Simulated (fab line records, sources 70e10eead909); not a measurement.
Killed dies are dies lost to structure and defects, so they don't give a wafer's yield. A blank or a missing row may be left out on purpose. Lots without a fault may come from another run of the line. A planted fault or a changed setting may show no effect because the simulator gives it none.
A struck lot beside a sound one | flow nand_harc | 15 steps out of a route of 1302
Sound: wafers L406.3, L406.4, L406.6. Struck: wafers L416.3, L416.4, L416.6. The cause comes at the end.
At each step with rows: each side's tool, then ch and its chambers, then its first start. Under that, the readings that differ: sound wafers | struck wafers | difference of the means | sigmas: that difference in standard deviations of wafers without a fault.
alike: readings whose means differ by less than 2 such deviations, and words and numbers that are the same on both sides. not compared: withheld readings, readings that some wafer has no value for, bounds like >300 that may hide the same value, and numbers for which the record gives no deviation and whose values overlap.
The two part at a step that has a row with sigmas, a row that says differs or no value, or rows on one side only. Numbers that don't overlap but have no deviation are shown without sigmas and don't part them. A reading that every wafer of one side lacks parts them only if that side has two wafers or more.

first, 2 steps without rows for these wafers: NHARC_A_CHANNEL_HOLE_D1_STRIP_42 (strips in CF4/CHF3); NHARC_A_CHANNEL_HOLE_D1_STRIP_43 (strips in O2/COS).
NHARC_A_CHANNEL_HOLE_D1_ETCH_44: etches the open film in CF4/O2, target depth 140 nm, overetch 14 nm, time 77 s.
  sound on rie_diel-08 ch 1,2, day 11 12:19; struck on rie_diel-08 ch 0,1,3, day 15 21:53
  alike: drypump_motor_current_A, oes_ar_750_au, oes_o_777_au, oes_product_au, rf_vpp_V, showerhead_plenum_p_Torr, throttle_valve_pct
  not compared: rf_hours_counter_h
NHARC_A_CHANNEL_HOLE_D1_STRIP_27: strips in O2.
  sound on rie_diel-08 ch 1,3; struck on rie_diel-08 ch 1,2,3
  alike: drypump_motor_current_A, oes_product_au, rf_vpp_V, showerhead_plenum_p_Torr, throttle_valve_pct
  not compared: rf_hours_counter_h
then, 2 steps without rows for these wafers: NHARC_A_CHANNEL_HOLE_D1_PRECLEAN_28 (cleans in SC1); NHARC_A_CHANNEL_HOLE_D1_SRD_29.
NHARC_A_CHANNEL_HOLE_D1_CD_MEAS_30:
  sound on cd_sem-01, day 11 13:14; struck on cd_sem-03, day 15 22:41
  alike: cd_nm
NHARC_A_CHANNEL_HOLE_D1_XSEM_31:
  sound on xsem-02 ch 0, day 11 13:19; struck on xsem-01 ch 0, day 15 22:47
  alike: bot_cd_nm, bow_nm, tilt_deg
NHARC_A_CHANNEL_HOLE_D1_INSPECT_40:
  sound on defect_inspect-02, day 11 13:25; struck on defect_inspect-02, day 15 22:52
  alike: raw_defect_count
then, 2 steps without rows for these wafers: NHARC_A_CHANNEL_FILL_D1_PRECLEAN_00 (cleans in SC1); NHARC_A_CHANNEL_FILL_D1_SRD_01.
NHARC_A_CHANNEL_FILL_D1_ALD_02: deposits SiO2, target thk 6 nm, pulse time 10 s, ald cycles 60.
  sound on ald_hk-01 ch 0,2,3, day 11 13:46; struck on ald_hk-03 ch 1,2,3, day 15 23:04
  alike: heater_power_outer_w, heater_power_w, precursor_pulse_height_rel, susceptor_temp_C
  not compared: since_wet_clean_h
NHARC_A_CHANNEL_FILL_D1_ALD_03: deposits SiNx, target thk 6 nm, pulse time 60 s, ald cycles 58.
  sound on ald_sin_batch-03 ch 0, day 11 17:03; struck on ald_sin_batch-01, day 16 02:29
  no value came back on the struck wafers for any of 5 readings (ald_cycles, chamber_pressure_Torr (Torr) and others); on the sound wafers ald_cycles reads 58 58 58
NHARC_A_CHANNEL_FILL_D1_ALD_14: deposits SiO2, target thk 2.5 nm, pulse time 10 s, ald cycles 25.
  sound on ald_hk-01 ch 0,1,3, day 11 22:29; struck on ald_hk-03 ch 0,1, day 16 06:07
  reading              | sound                | struck | difference                    | sigmas
  susceptor_temp_C (C) | 300.10 299.94 300.07 | - - -  | no value on the struck wafers |
  alike: heater_power_outer_w, heater_power_w, precursor_pulse_height_rel
  not compared: since_wet_clean_h
-- the record jumps here: 16 days lie between the struck wafers' starts before and after (it left off in module A_CHANNEL_FILL_D1 and takes up again in module END, whose first step shown is number 1302 of the route) --
NHARC_END_SORT_01:
  the record has rows for the struck wafers here (prober-02 ch 0, day 32 00:58) and none for the sound ones

WHERE THEY PART
First at NHARC_A_CHANNEL_FILL_D1_ALD_03; last, within this record, at NHARC_END_SORT_01.

WHY: what the simulator had put in
Skipped step whole: ald_sin_batch-01, from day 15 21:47 on, at NHARC_A_CHANNEL_FILL_D1_ALD_03. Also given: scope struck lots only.
